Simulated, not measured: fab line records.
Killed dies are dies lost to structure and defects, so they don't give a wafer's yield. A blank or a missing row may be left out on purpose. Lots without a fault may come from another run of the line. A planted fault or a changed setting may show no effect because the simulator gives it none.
Struck lot and sound lot, side by side + flow n5_finfet + 15 steps out of a route of 1938
Sound: the wafers L768.1, L768.3, L768.5. Struck: wafers L778.3, L778.4, L778.6. The cause is named last.
For every step that has rows: the tool of each side, followed by ch and its chambers, followed by its first start. Under that, the readings that differ: sound wafers + struck wafers + difference of the means + sigmas: that difference in standard deviations of wafers without a fault.
alike: readings whose means differ by less than 2 such deviations, and words and numbers that are the same on both sides. not compared: withheld readings, readings that some wafer has no value for, bounds like >300 that may hide the same value, and numbers for which the record gives no deviation and whose values overlap.
Wherever a step has rows on one side only, a row that says differs or no value, or a row with sigmas, the two part there. Non-overlapping numbers with no deviation appear without sigmas and do not part them. A reading missing from all wafers of one side parts the sides only when that side holds two or more wafers.

N5_ZERO_LAYER_PECVD_02: deposits SiO2 from SiH4/N2O, target thk 10 nm, time 6 s.
  sound on pecvd-03 ch 0,2, day 1 18:17; struck on pecvd-04 ch 1,2, day 4 06:17
  alike: heater_power_w, showerhead_plenum_p_Torr
then, 8 steps without rows for these wafers: N5_ZERO_LAYER_HMDS_04 (time 60 s); N5_ZERO_LAYER_COAT_05 (resist thk 1000 nm); N5_ZERO_LAYER_EBR_07; N5_ZERO_LAYER_SOFTBAKE_06 (time 90 s); N5_ZERO_LAYER_EXPOSE_08 (exposes mask ZERO, defocus 0 nm, target cd 2000 nm); N5_ZERO_LAYER_PEB_09; N5_ZERO_LAYER_DEVELOP_10 (develop time 60 s); N5_ZERO_LAYER_HARDBAKE_23 (time 120 s).
N5_ZERO_LAYER_CD_MEAS_11: target cd 2000 nm.
  sound on cd_sem-03 ch 0, day 1 18:38; struck on cd_sem-03 ch 0, day 4 06:46
  alike: cd_nm
N5_ZERO_LAYER_DESCUM_16: chemistry O2, time 7.9 s.
  sound on rie_diel-01 ch 1,3, day 1 18:41; struck on rie_diel-03 ch 2,3, day 4 06:49
| reading                     | sound       | struck      | difference | sigmas |
|-----------------------------|-------------|-------------|------------|--------|
| drypump_motor_current_A (A) | 6.6 6.6 6.6 | 5.1 5.3 5.1 | -1.4       | -3     |
  alike: oes_product_au, rf_vpp_V, showerhead_plenum_p_Torr, throttle_valve_pct
  not compared: rf_hours_counter_h
N5_ZERO_LAYER_ETCH_17: etches SiO2 in CF4, target depth 12 nm, time 13.3 s.
  sound on rie_diel-01 ch 1,3, day 1 18:43; struck on rie_diel-03 ch 2,3, day 4 06:50
| reading                     | sound       | struck      | difference | sigmas |
|-----------------------------|-------------|-------------|------------|--------|
| drypump_motor_current_A (A) | 6.6 6.6 6.6 | 5.1 5.3 5.1 | -1.4       | -3     |
  alike: mfc_ar_sccm, oes_product_au, rf_fwd_power_W, rf_vpp_V, showerhead_plenum_p_Torr, throttle_valve_pct
  not compared: rf_hours_counter_h
N5_ZERO_LAYER_ETCH_18: etches Si in HBr/Cl2, target depth 120 nm, time 40 s.
  sound on rie_si-06 ch 1,2, day 1 18:47; struck on rie_si-06 ch 0,1, day 4 06:55
| reading                                | sound             | struck            | difference | sigmas |
|----------------------------------------|-------------------|-------------------|------------|--------|
| rf_fwd_power_W (W)                     | 794.8 793.5 792.7 | 599.7 604.3 605.5 | -190.5     | -79    |
| model.etch.depth_nm (nm)               | 120.1 125.7 120.7 | 104.2 106.3 105   | -17.0      |        |
| model.ZERO_LAYER.feature_depth_nm (nm) | 120.1 125.7 120.7 | 104.2 106.3 105   | -17.0      |        |
  alike: HBr_flow_sccm, drypump_motor_current_A, oes_product_au, throttle_valve_pct
  not compared: rf_hours_counter_h
N5_ZERO_LAYER_STRIP_24: strips in O2.
  sound on plasma_asher-02 ch 0,1, day 1 18:54; struck on plasma_asher-01 ch 0,1, day 4 07:02
| reading                      | sound             | struck            | difference | sigmas |
|------------------------------|-------------------|-------------------|------------|--------|
| strip_time_to_endpoint_s (s) | 43.81 43.71 43.83 | 43.99 44.05 43.90 | +0.20      | +3     |
  alike: drypump_motor_current_A, heater_power_w, oes_product_au
  not compared: rf_hours_counter_h
-- record jumps: 7 days separate the struck wafers' starts on either side; left off in module ZERO_LAYER, taken up again in module BEOL_M4, whose first shown step is the route's number 1111 --
N5_BEOL_M4_RC_MEAS_101:
  sound on prober-02 ch 0, day 7 16:39; struck on prober-02 ch 0, day 11 02:20
| reading       | sound       | struck      | difference | sigmas |
|---------------|-------------|-------------|------------|--------|
| ION_N (uA/um) | 646 639 681 | 697 678 691 | +33        | +2     |
  alike: DIBL_N, DIBL_P, IOFF_N, IOFF_P, ION_P, SS_N, SS_P, VT_N, VT_P

## WHERE THEY PART
Earliest at N5_ZERO_LAYER_DESCUM_16; latest, in this record, at N5_BEOL_M4_RC_MEAS_101.

WHY: what had been put in by the simulator
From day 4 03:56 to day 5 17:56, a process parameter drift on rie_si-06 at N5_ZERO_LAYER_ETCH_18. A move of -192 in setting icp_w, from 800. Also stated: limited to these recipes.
